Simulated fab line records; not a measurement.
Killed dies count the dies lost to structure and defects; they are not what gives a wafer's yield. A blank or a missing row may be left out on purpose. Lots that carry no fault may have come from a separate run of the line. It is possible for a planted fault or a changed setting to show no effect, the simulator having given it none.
Matching of chambers	flow nandHarc	pecvd-04 running NHARC_P_M2_PRE_CLEAN_32: 3 sister chambers
The step time 12 s. 16 wafers are shown with their chamber, then 8 later ones without.

== WAFERS PAIRED WITH THEIR CHAMBERS ==
wafer	chamber	heaterPowerW (W)	heaterPowerOuterW (W)
L253.2	0	559	331
L253.3	2	633	327
L253.4	1	614	349
L254.1	1	562	319
L254.2	2	638	332
L254.5	1	567	331
L260.1	1	558	318
L260.2	0	567	349
L260.5	2	670	367
L264.1	0	670	421
L264.3	1	608	346
L264.6	1	583	339
L271.1	1	568	325
L271.3	0	611	378
L271.5	0	610	374
L272.3	2	680	372

SIGNATURES, as means of the wafers listed above
reading	chamber 0	chamber 1	chamber 2	scatter within a chamber
heaterPowerW	603.40	580.00	655.25	31
heaterPowerOuterW	370.60	332.43	349.50	23.6
Rule: a wafer's distance from a chamber is the root of the sum, over the readings, of the square of ((its reading less the chamber's mean) divided by the reading's scatter). If the next closest chamber is less than 2 further off than the closest, the wafer can't be placed; otherwise it belongs to the closest. How the scatter is found: for the shown wafers, subtract from each reading the mean of its chamber, square and add these, divide the total by (wafers less chambers), then take the root.

== WAFERS WHOSE CHAMBER IS MISSING ==
wafer	heaterPowerW (W)	heaterPowerOuterW (W)
L272.4	605	361
L272.5	540	309
L275.1	672	374
L275.3	586	342
L275.6	564	333
L276.3	594	364
L276.4	646	347
L276.5	614	357

== WHICH CHAMBER EACH WENT THROUGH ==
wafer	from the rows above	in truth
L272.4	can't be placed: 0 or 1 or 2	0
L272.5	can't be placed: 1 or 0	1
L275.1	can't be placed: 2 or 0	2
L275.3	can't be placed: 1 or 0 or 2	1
L275.6	can't be placed: 1 or 0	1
L276.3	can't be placed: 0 or 1 or 2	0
L276.4	can't be placed: 2 or 0 or 1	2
L276.5	can't be placed: 0 or 2 or 1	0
Correct placement for 0 of the 8. Cannot be placed on the basis of these rows: 8; the candidates contain the true chamber in 8. Wrongly placed: 0.
